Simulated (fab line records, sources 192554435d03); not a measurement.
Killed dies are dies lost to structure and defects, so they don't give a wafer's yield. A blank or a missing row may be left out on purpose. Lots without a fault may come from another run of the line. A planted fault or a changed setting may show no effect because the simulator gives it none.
fab line records | flow n5_finfet
record lots=8 wafers=23 last_day=19
route steps=1938 shown BEOL_M4@1111 BEOL_M7@1301 PASSIVATION@1936
lots that met no fault: from a run of the same line without faults
start_h: hours from the record's first day to the start of the lot's first wafer shown | wait_h: hours since the lot's step before | " the same as in the row above | L1.1+2: a row that stands for several wafers | - no value, or no start given | * or withheld: withheld | < > ~ a bound
route shown NAME@n: a module of which the file shows steps, and the number in the route of the first | usual: mean/standard deviation of fault-free wafers | same: alike in all rows | chamber/n: place in a boat | sites: the reading at each site | _std_site: their standard deviation | _edge_site: outer sites' mean less inner sites' | radius_mm: how far each site lies from the wafer's centre | mask NAME#n: copy n | behind: the tool/chamber that last shaped the wafer | hold: why the lot was held/for how many hours/how that ended | device: the transistor (n, p or np) that didn't switch | end of line: the same wafers' tests at the end of the route | a step without rows: its recipe alone | killed: dies lost to structure and defects at the first sort, not the wafer's yield | map: a wafer's dies, x killed, . not, _ none there
set.NAME: the setting as run; set.NAME@STEP: as run at that earlier step | model.NAME: the simulator's own value behind a step, which no gauge read
steps of the route over a sample of lots; a table a step, a row a wafer
services: from which hour (start_h, from the record's first day; less than 0 if before it) a tool's chamber was out of use, for how many hours, and why
## steps
# step N5_BEOL_M4_RC_MEAS_101
# usual DIBL_N=36.5/1.9 DIBL_P=36.7/2.1 IOFF_N=0.17/0.035 IOFF_P=0.22/0.042 ION_N=676/10 ION_P=462/8.1 SS_N=71.5/0.72 SS_P=73.4/0.7 VT_N=249/3.1 VT_P=-250/3.9
# columns lot.wafer tool chamber start_h wait_h DIBL_N[mV/V] DIBL_P[mV/V] IOFF_N[nA/um] IOFF_P[nA/um] ION_N[uA/um] ION_P[uA/um] SS_N[mV/dec] SS_P[mV/dec] VT_N[mV] VT_P[mV]
L592.1 prober-01 0 181.00 0.0 35.3 36.5 0.14 0.18 674 456 71.3 74.1 251 -257
L592.4 " 0 " " 35.1 36.3 0.14 0.17 673 456 72.2 72.9 249 -256
L592.6 " 0 " " 35.1 36.6 0.15 0.18 679 458 71.7 73.7 249 -257
L595.2 prober-02 0 219.95 0.2 37.9 37.8 0.16 0.27 674 467 72.4 73.1 247 -245
L595.3 " 0 " " 39.7 40.0 0.20 0.30 681 472 72.3 74.3 249 -244
L595.5 " 0 " " 38.8 38.7 0.17 0.26 670 460 71.8 73.7 249 -246
L596.1 prober-01 0 220.97 0.0 36.9 36.0 0.17 0.23 683 469 70.4 73.1 246 -247
L596.3 " 0 " " 40.6 39.9 0.23 0.30 687 467 72.6 74.6 245 -242
L596.5 " 0 " " 38.2 36.8 0.19 0.25 678 463 71.1 74.0 246 -246
L600.2 prober-02 0 252.65 0.2 38.4 38.8 0.21 0.24 694 467 71.6 74.4 242 -249
L600.5 " 0 " " 37.8 37.0 0.19 0.21 676 456 72.2 74.3 245 -253
L600.6 " 0 " " 36.4 36.2 0.17 0.20 681 457 70.9 73.6 245 -250
L607.2 prober-02 0 279.71 0.2 37.5 37.4 0.20 0.29 689 478 72.3 73.8 245 -241
L607.6 " 0 " " 35.9 35.3 0.16 0.25 681 477 70.9 74.0 250 -244
L608.3 prober-01 0 288.55 0.3 32.7 31.2 0.11 0.13 666 450 69.8 72.5 256 -258
L608.5 " 0 " " 39.9 39.2 0.23 0.24 682 460 72.1 74.5 249 -251
L608.6 " 0 " " 33.9 34.2 0.12 0.17 661 460 70.7 72.8 256 -254
L611.2 prober-02 0 316.44 0.2 35.2 34.6 0.12 0.16 662 454 71.2 72.1 253 -255
L611.5 " 0 " " 36.2 36.1 0.15 0.17 679 458 71.1 73.1 247 -254
L611.6 " 0 " " 34.5 34.0 0.12 0.15 659 451 71.2 72.1 253 -256
L613.3 prober-01 0 348.43 0.3 35.8 36.4 0.18 0.24 683 470 71.4 73.4 247 -247
L613.4 " 0 " " 37.7 38.7 0.19 0.26 674 460 72.8 73.5 246 -248
L613.5 " 0 " " 35.5 36.3 0.16 0.23 682 472 71.3 73.2 249 -247
# step N5_BEOL_M7_ETCH_65
# recipe chemistry=CF4 target=SiARC target_depth_a=156 mask_material=CAR-EUV time_s=26 ion_energy_ev=80 pressure_mtorr=40 source_w=545 bias_w=36 Ar_flow_sccm=100 cf4_flow_sccm=100 ends=cleared
# usual drypump_motor_current_A=5.6/0.55 etch_rf_on_time_s=25.9/0.53 oes_product_au=0.68/0.074 rf_vpp_V=184.1/1.2 showerhead_plenum_p_Torr=2.15/0.078 throttle_valve_pct=15.72/0.23
# columns lot.wafer tool chamber start_h wait_h drypump_motor_current_A etch_rf_on_time_s oes_product_au rf_hours_counter_h rf_vpp_V showerhead_plenum_p_Torr throttle_valve_pct
L592.1 rie_diel-03 3 210.25 0.0 6.3 25.8 0.81 12 182.8 2.11 15.71
L592.4 " 1 " " 6.0 26.3 0.60 172 183.4 2.14 15.86
L592.6 " 0 " " 4.9 26.2 0.64 - 183.3 2.04 15.88
L596.1 rie_diel-03 3 250.30 0.0 6.3 25.9 0.78 27 183.4 2.11 15.73
L596.3 " 1 " " 6.0 26.3 0.60 186 184.0 2.13 15.89
L596.5 " 1 " " 6.0 26.4 0.59 - 184.4 2.13 15.90
L595.2 rie_diel-03 2 250.70 0.0 6.2 24.9 0.83 5 186.2 2.20 15.26
L595.3 " 3 " " 6.3 26.1 0.77 27 183.9 2.11 15.75
L595.5 " 0 " " 4.9 26.3 0.64 - 183.3 2.04 15.90
L600.2 rie_diel-03 3 280.89 0.0 6.3 25.8 0.76 36 183.3 2.11 15.76
L600.5 " 1 " " 6.0 26.4 0.59 - 183.2 2.13 15.92
L600.6 " 2 " " 6.2 24.8 0.80 - 185.1 2.19 15.30
L607.2 rie_diel-03 2 306.72 0.0 6.2 25.0 0.78 21 183.2 2.19 15.29
L607.6 " 2 " " 6.1 24.7 0.80 - 184.0 2.19 15.31
L608.3 rie_diel-04 1 318.95 0.0 4.9 26.7 0.60 197 185.5 2.22 16.10
L608.5 " 2 " " 5.1 25.6 0.59 - 181.1 2.04 15.81
L608.6 " 0 " " 5.3 26.1 0.59 - 183.9 2.13 15.50
L611.2 rie_diel-05 1 347.04 0.0 5.6 25.2 0.68 103 186.9 2.26 15.89
L611.5 " 1 " " 5.6 25.3 0.68 - 185.8 2.26 15.90
L611.6 " 2 " " 5.0 25.6 0.74 - 185.6 2.26 15.73
L613.3 rie_diel-03 2 370.01 0.0 6.1 24.6 0.75 43 182.7 2.18 15.35
L613.4 " 0 " " 4.9 26.3 0.61 217 183.1 2.03 15.98
L613.5 " 0 " " 4.9 26.4 0.61 - 183.4 2.03 15.99
# step N5_BEOL_M7_TRENCH_ETCH_37
# recipe chemistry=C4F6/O2 target_depth_a=934.78 target=SiCOH_lowk time_s=31.2 ion_energy_ev=250 pressure_mtorr=30 source_w=345 bias_w=185 Ar_flow_sccm=300 C4F6_flow_sccm=10 O2_flow_sccm=10
# usual O2_flow_sccm=10.000/0.029 drypump_motor_current_A=5.6/0.55 oes_f_703_au=0.79/0.081 oes_product_au=0.79/0.087 rf_vpp_V=668/10 showerhead_plenum_p_Torr=2.85/0.099 throttle_valve_pct=21.02/0.28
# same time_s=31.2
# columns lot.wafer tool chamber start_h wait_h O2_flow_sccm drypump_motor_current_A oes_f_703_au oes_product_au rf_hours_counter_h rf_vpp_V showerhead_plenum_p_Torr throttle_valve_pct
L592.1 rie_diel-03 3 210.47 - 9.993 6.3 0.93 0.95 12 655 2.82 21.24
L592.4 " 1 " " 9.956 6.1 0.73 0.71 172 659 2.83 21.09
L592.6 " 0 " " 9.999 4.9 0.75 0.76 - 668 2.72 21.21
L596.1 rie_diel-03 3 250.52 - 9.989 6.3 0.90 0.91 27 654 2.82 21.24
L596.3 " 1 " " 10.022 6.1 0.71 0.70 186 661 2.83 21.13
L596.5 " 1 " " 10.074 6.1 0.70 0.70 - 660 2.83 21.12
L595.2 rie_diel-03 2 250.92 - 9.953 6.1 0.94 0.97 5 682 2.90 20.51
L595.3 " 3 " " 10.071 6.3 0.90 0.90 27 655 2.82 21.24
L595.5 " 0 " " 10.041 4.9 0.74 0.75 - 667 2.72 21.22
L600.2 rie_diel-03 3 281.12 - 9.987 6.3 0.89 1.26 36 654 2.81 21.40
L600.5 " 1 " " 10.020 6.0 0.70 0.69 - 660 2.82 21.13
L600.6 " 2 " " 10.026 6.1 0.92 0.94 - 684 2.90 20.54
L607.2 rie_diel-03 2 306.94 - 9.957 6.2 0.90 1.29 21 683 2.90 20.67
L607.6 " 2 " " 9.973 6.1 0.90 0.92 - 683 2.90 20.53
L608.3 rie_diel-04 1 319.17 - 10.013 4.9 0.70 0.70 197 674 2.95 21.43
L608.5 " 2 " " 9.986 5.1 0.70 0.68 - 651 2.70 20.99
L608.6 " 0 " " 10.007 5.3 0.71 0.71 - 678 2.82 20.68
L611.2 rie_diel-05 1 347.26 - 9.931 5.6 0.80 0.79 103 672 2.99 21.20
L611.5 " 1 " " 9.941 5.6 0.80 0.79 - 672 2.99 21.19
L611.6 " 2 " " 9.972 5.0 0.84 0.87 - 676 2.99 21.04
L613.3 rie_diel-03 2 370.23 - 9.998 6.2 0.86 0.87 43 683 2.89 20.57
L613.4 " 0 " " 10.017 4.9 0.71 0.71 218 666 2.70 21.29
L613.5 " 0 " " 10.000 4.9 0.71 0.71 - 667 2.70 21.26
# step N5_BEOL_M7_OCD_MEAS_38
# usual trench_depth_nm=93.4/1.9
# columns lot.wafer tool chamber start_h wait_h trench_depth_nm
L592.1 ocd-02 - 210.63 - 95.2
L592.4 " - " " 91.7
L592.6 " - " " 92.2
L596.1 ocd-02 - 250.68 - 94.2
L596.3 " - " " 92.3
L596.5 " - " " 93.0
L595.2 ocd-02 - 251.08 - 97.4
L595.3 " - " " 93.1
L595.5 " - " " 92.6
L600.2 ocd-02 - 281.27 - 154.2
L600.5 " - " " 92.4
L600.6 " - " " 97.8
L607.2 ocd-02 - 307.10 - 158.5
L607.6 " - " " 97.4
L608.3 ocd-02 - 319.33 - 89.6
L608.5 " - " " 92.9
L608.6 " - " " 92.7
L611.2 ocd-02 - 347.42 - 94.8
L611.5 " - " " 94.7
L611.6 " - " " 94.6
L613.3 ocd-02 - 370.39 - 96.7
L613.4 " - " " 91.5
L613.5 " - " " 91.9
# step N5_BEOL_M7_CURE_75
# recipe temp_c=370 time_s=120 ambient=DMADMS/He material=SiCOH_lowk
# usual lamp_power_pct=52.31/0.057 wafer_temp_C_max=371.7/0.53
# same time_s=120
# columns lot.wafer tool chamber start_h wait_h lamp_power_pct wafer_temp_C_max
L592.1 uv_cure-01 0 210.82 0.0 52.21 371.5
L592.4 " 0 " " 52.37 371.7
L592.6 " 0 " " 52.26 372.1
L596.1 uv_cure-03 2 250.96 0.1 52.27 371.2
L596.3 " 2 " " 52.31 371.5
L596.5 " 2 " " 52.31 371.4
L595.2 uv_cure-01 2 251.33 0.1 52.39 371.7
L595.3 " 2 " " 52.32 372.0
L595.5 " 2 " " 52.43 372.1
L600.2 uv_cure-01 2 281.71 0.3 52.33 371.8
L600.5 " 2 " " 52.30 372.3
L600.6 " 2 " " 52.34 372.0
L607.2 uv_cure-01 0 307.39 0.1 52.42 371.6
L607.6 " 0 " " 52.36 371.9
L608.3 uv_cure-01 2 319.66 0.2 52.30 371.8
L608.5 " 2 " " 52.31 372.0
L608.6 " 2 " " 52.28 372.0
L611.2 uv_cure-02 0 347.67 0.1 52.26 371.8
L611.5 " 0 " " 52.34 372.3
L611.6 " 0 " " 52.34 373.0
L613.3 uv_cure-01 2 370.69 0.1 52.39 372.2
L613.4 " 2 " " 52.24 372.8
L613.5 " 2 " " 52.33 372.3
# step N5_BEOL_M7_PRE_CLEAN_45
# recipe gas=H2/He time_s=30 temp_c=250
# usual heater_power_w=328/34
# same time_s=30
# columns lot.wafer tool chamber start_h wait_h heater_power_w
L592.1 pvd_sputter-01 - 211.61 0.0 382
L592.4 " - " " 314
L592.6 " - " " 376
L596.1 pvd_sputter-01 - 251.40 0.0 331
L596.3 " - " " 378
L596.5 " - " " 334
L595.2 pvd_sputter-03 - 251.75 0.0 315
L595.3 " - " " 295
L595.5 " - " " 290
L600.2 pvd_sputter-03 - 283.63 0.0 313
L600.5 " - " " 320
L600.6 " - " " 297
L607.2 pvd_sputter-02 - 307.95 0.0 278
L607.6 " - " " 299
L608.3 pvd_sputter-03 - 319.97 0.0 294
L608.5 " - " " 326
L608.6 " - " " 324
L611.2 pvd_sputter-01 - 348.04 0.0 376
L611.5 " - " " 311
L611.6 " - " " 372
L613.3 pvd_sputter-01 - 370.95 0.0 325
L613.4 " - " " 364
L613.5 " - " " 315
# step N5_BEOL_M7_THK_MEAS_53
# recipe thk_meas_gauge=xrf reads=Cu_of_BEOL_M7_ECD_50
# usual M7_THK=81.2/2
# columns lot.wafer tool chamber start_h wait_h M7_THK[nm]
L592.1 film_metro-01 - 213.48 - 82.9
L592.4 " - " " 78.5
L592.6 " - " " 79.1
L596.1 film_metro-01 - 253.14 - 84.4
L596.3 " - " " 80.8
L596.5 " - " " 82.8
L595.2 film_metro-02 - 254.85 - 82.8
L595.3 " - " " 81.7
L595.5 " - " " 78.0
L600.2 film_metro-02 - 285.96 - 141.9
L600.5 " - " " 79.4
L600.6 " - " " 85.3
L607.2 film_metro-01 - 309.51 - 147.9
L607.6 " - " " 87.5
L608.3 film_metro-01 - 322.72 - 77.9
L608.5 " - " " 81.5
L608.6 " - " " 81.0
L611.2 film_metro-01 - 350.41 - 82.8
L611.5 " - " " 80.0
L611.6 " - " " 83.1
L613.3 film_metro-02 - 372.79 - 84.1
L613.4 " - " " 79.6
L613.5 " - " " 78.5
# step N5_BEOL_M7_RS_MEAS_57
# recipe thk_meas_gauge=four-point-probe reads=Cu_of_BEOL_M7_ECD_50+Co_of_BEOL_M7_CVD_78+TaN_of_BEOL_M7_ALD_77
# usual M7_RS=0.285/0.0083
# columns lot.wafer tool chamber start_h wait_h M7_RS[ohm/sq]
L592.1 film_metro-01 - 213.64 0.1 0.275
L592.4 " - " " 0.295
L592.6 " - " " 0.293
L596.1 film_metro-02 - 253.27 0.1 0.271
L596.3 " - " " 0.285
L596.5 " - " " 0.278
L595.2 film_metro-01 - 254.98 0.1 0.278
L595.3 " - " " 0.283
L595.5 " - " " 0.298
L600.2 film_metro-01 - 286.09 0.1 0.151
L600.5 " - " " 0.290
L600.6 " - " " 0.269
L607.2 film_metro-01 - 309.67 0.1 0.146
L607.6 " - " " 0.264
L608.3 film_metro-01 - 322.86 0.1 0.299
L608.5 " - " " 0.285
L608.6 " - " " 0.286
L611.2 film_metro-01 - 350.54 0.1 0.276
L611.5 " - " " 0.287
L611.6 " - " " 0.276
L613.3 film_metro-02 - 372.92 0.1 0.273
L613.4 " - " " 0.294
L613.5 " - " " 0.296
# step N5_PASSIVATION_PROBE_49
# usual defect_limited_yield=91.4/1.5 killed_at_M0_to_M3=35/12 killed_at_M4_up=13/5.8 killed_at_contacts=12/5.5 killed_at_front_end=36/9.9 killed_at_other=4/3.7 killed_dies=101/18 killed_on_rim=13/4.1 killed_open=66/13 killed_short=33/8 sort_bin_5_function=5.0/1 sort_bin_6_memory=3.2/0.67 sort_n_pass=1079/18 sort_yield_pct=91.4/1.5
# same gross_dies=1180 killed_at_back_side=0 sort_bin_4_leakage[%]=0 sort_bin_8_speed[%]=0
# columns lot.wafer tool chamber start_h wait_h defect_limited_yield[%] killed_at_M0_to_M3 killed_at_M4_up killed_at_contacts killed_at_front_end killed_at_other killed_dies killed_on_rim killed_open killed_short sort_bin_5_function[%] sort_bin_6_memory[%] sort_n_pass sort_yield_pct[%]
L592.1 prober-01 - 290.74 0.0 90.2 36 7 11 56 6 116 13 76 40 5.6 4.0 1064 90.2
L592.4 prober-01 - 290.89 0.2 89.4 38 20 12 48 7 125 22 85 40 5.7 4.1 1055 89.4
L592.6 prober-01 - 290.99 0.3 91.4 23 10 19 42 8 102 13 61 35 4.5 3.3 1078 91.4
L595.2 prober-01 - 330.95 0.1 89.7 40 9 22 40 11 122 17 80 42 5.8 4.1 1058 89.7
L595.3 prober-01 - 331.00 0.1 92.4 27 11 17 32 3 90 11 60 29 4.5 2.8 1090 92.4
L595.5 prober-01 - 331.10 0.2 90.1 49 16 8 42 2 117 15 63 48 4.9 4.0 1063 90.1
L600.2 prober-01 - 370.20 0.1 7.5 78 961 17 28 7 1091 138 101 47 8.1 4.2 89 7.5
L600.5 prober-01 - 370.35 0.2 88.4 71 17 13 34 2 137 23 78 57 7.3 3.7 1043 88.4
L600.6 prober-01 - 370.40 0.3 90.1 34 14 20 47 2 117 15 83 34 6.1 3.6 1063 90.1
L607.2 prober-01 - 380.66 0.1 4.8 52 1013 11 41 6 1123 147 79 40 5.7 4.0 57 4.8
L607.6 prober-01 - 380.86 0.3 87.7 60 17 34 26 8 145 16 88 53 7.1 4.7 1035 87.7
# killed by level:class
L592.1 STI_FIN_REVEAL:geometric_particle:open=10 BEOL_M0_SAQP:geometric_particle:open=10 FIN_SAQP:geometric_particle:open=9 BEOL_M0_SAQP:geometric_particle:short=9 FIN_SAQP:geometric_particle:short=7 DUMMY_GATE:geometric_particle:open=7 MOL_CONTACT_COAG:geometric_particle:open=7 BEOL_M2:geometric_particle:open=6
L592.4 FIN_SAQP:geometric_particle:open=18 MOL_CONTACT_COAG:geometric_particle:open=9 BEOL_M0_SAQP:geometric_particle:short=9 BEOL_M2:geometric_particle:open=9 BEOL_M4:geometric_particle:open=8 BEOL_M1:geometric_particle:open=7 STARTING-WAFER:geometric_particle:short=7 FIN_SAQP:geometric_particle:short=6
L592.6 MOL_CONTACT_COAG:geometric_particle:open=14 FIN_SAQP:geometric_particle:short=11 DUMMY_GATE:geometric_particle:open=7 FIN_SAQP:geometric_particle:open=6 BEOL_M4:geometric_particle:open=6 HKMG_FIN:area_etch=6 MOL_CONTACT_COAG:geometric_particle:short=5 BEOL_M0_SAQP:geometric_particle:short=5
L595.2 MOL_CONTACT_COAG:geometric_particle:open=17 BEOL_M0_SAQP:geometric_particle:short=10 BEOL_M2:geometric_particle:open=10 FIN_SAQP:geometric_particle:open=8 FIN_SAQP:geometric_particle:short=8 BEOL_M0_SAQP:geometric_particle:open=7 DUMMY_GATE:geometric_particle:open=6 STI_FIN_REVEAL:geometric_particle:open=6
L595.3 MOL_CONTACT_COAG:geometric_particle:open=14 BEOL_M0_SAQP:geometric_particle:open=9 BEOL_M0_SAQP:geometric_particle:short=8 FIN_SAQP:geometric_particle:short=7 STI_FIN_REVEAL:geometric_particle:open=6 BEOL_M4:geometric_particle:open=5 BEOL_M3:geometric_particle:open=5 FIN_SAQP:geometric_particle:open=4
L595.5 BEOL_M0_SAQP:geometric_particle:short=18 BEOL_M0_SAQP:geometric_particle:open=12 FIN_SAQP:geometric_particle:open=8 BEOL_M4:geometric_particle:open=7 FIN_SAQP:geometric_particle:short=6 BEOL_M3:geometric_particle:open=6 BEOL_M3:geometric_particle:short=6 HKMG_FIN:area_etch=6
L600.2 BEOL_M7:area_etch=940 BEOL_M0_SAQP:geometric_particle:open=20 BEOL_M0_SAQP:geometric_particle:short=19 MOL_CONTACT_COAG:geometric_particle:open=12 BEOL_M3:geometric_particle:open=12 STI_FIN_REVEAL:geometric_particle:open=10 BEOL_M1:geometric_particle:open=9 BEOL_M4:geometric_particle:open=8
L600.5 BEOL_M0_SAQP:geometric_particle:short=26 BEOL_M0_SAQP:geometric_particle:open=16 MOL_CONTACT_COAG:geometric_particle:open=12 FIN_SAQP:geometric_particle:short=9 BEOL_M4:geometric_particle:open=9 BEOL_M1:geometric_particle:open=7 FIN_SAQP:geometric_particle:open=6 BEOL_M1:geometric_particle:short=6
L600.6 MOL_CONTACT_COAG:geometric_particle:open=19 STI_FIN_REVEAL:geometric_particle:open=13 BEOL_M0_SAQP:geometric_particle:short=10 DUMMY_GATE:geometric_particle:open=8 GATE_CUT:geometric_particle:short=6 BEOL_M0_SAQP:geometric_particle:open=6 FIN_SAQP:geometric_particle:open=5 BEOL_M1:geometric_particle:open=5
L607.2 BEOL_M7:area_etch=1003 BEOL_M3:geometric_particle:open=12 STI_FIN_REVEAL:geometric_particle:open=10 BEOL_M0_SAQP:geometric_particle:open=10 DUMMY_GATE:geometric_particle:open=9 MOL_CONTACT_COAG:geometric_particle:open=8 BEOL_M0_SAQP:geometric_particle:short=8 BEOL_M8:geometric_particle:open=7
L607.6 MOL_CONTACT_COAG:geometric_particle:open=26 BEOL_M1:geometric_particle:short=14 BEOL_M2:geometric_particle:open=10 GATE_CUT:geometric_particle:short=10 BEOL_M0_SAQP:geometric_particle:open=9 BEOL_M4:geometric_particle:open=9 MOL_CONTACT_COAG:geometric_particle:short=7 BEOL_M0_SAQP:geometric_particle:short=7
## services
# columns tool chamber start_h hours kind
rie_diel-05 - 187.41 14.6 pm
rie_diel-03 0 196.77 6.4 repair
rie_diel-04 3 200.90 12.8 repair
rie_diel-04 2 216.19 9.9 repair
rie_diel-03 2 216.52 - clean
rie_diel-03 2 216.52 - consumable_replace:focus_ring
rie_diel-03 2 216.52 17.4 scheduled_down
rie_diel-03 2 216.52 17.4 vent_cycle
uv_cure-02 - 219.29 5.2 repair
uv_cure-03 - 219.56 0.6 repair
uv_cure-01 - 228.44 7.5 pm
uv_cure-02 - 228.80 7.5 pm
rie_diel-05 3 251.62 3.5 repair
rie_diel-03 - 253.91 0.7 repair
uv_cure-03 - 257.37 1.0 pm
uv_cure-01 - 263.48 1.6 repair
uv_cure-02 - 277.83 1.0 pm
uv_cure-03 - 302.85 2.1 pm
uv_cure-03 - 305.90 7.5 pm
rie_diel-04 3 309.13 11.7 repair
rie_diel-04 1 326.22 4.5 repair
uv_cure-03 - 334.19 3.4 pm
rie_diel-04 3 358.52 5.5 repair
## key
first_sign step=N5_BEOL_M7_TRENCH_ETCH_37 reading=oes_product_au direction=up sigmas=5.5 usual=0.79 struck=1.27
effect step=N5_BEOL_M7_OCD_MEAS_38 reading=trench_depth_nm direction=up sigmas=34 usual=93.4 struck=156.3
effect step=N5_BEOL_M7_THK_MEAS_53 reading=M7_THK direction=up sigmas=31 usual=81.2 struck=144.9
effect step=N5_BEOL_M7_RS_MEAS_57 reading=M7_RS direction=down sigmas=16 usual=0.285 struck=0.148
effect step=N5_PASSIVATION_PROBE_49 reading=killed_at_M4_up direction=up sigmas=99+ usual=13 struck=987
more_kills_born_at N5_BEOL_M7_TRENCH_ETCH_37@rie_diel-03=1943
met_at N5_BEOL_M7_TRENCH_ETCH_37
struck_lots L600,L607
struck_wafers L600.2,L607.2
later_rows_left_out L600.2,L607.2
not_acting_at N5_BEOL_M7_ETCH_65,N5_BEOL_M7_CURE_75,N5_BEOL_M7_PRE_CLEAN_45
onset_between 250.92 281.12
fault kind=process_parameter_drift tool=rie_diel-03 chamber=- onset_h=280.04 steps=N5_BEOL_M7_TRENCH_ETCH_37 channel=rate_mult offset=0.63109 shape=step end_h=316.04 scope=struck_wafers_only
# later_rows_left_out: the simulator's readings of these wafers behind a module that went badly wrong aren't trusted and aren't shown, but for the sort
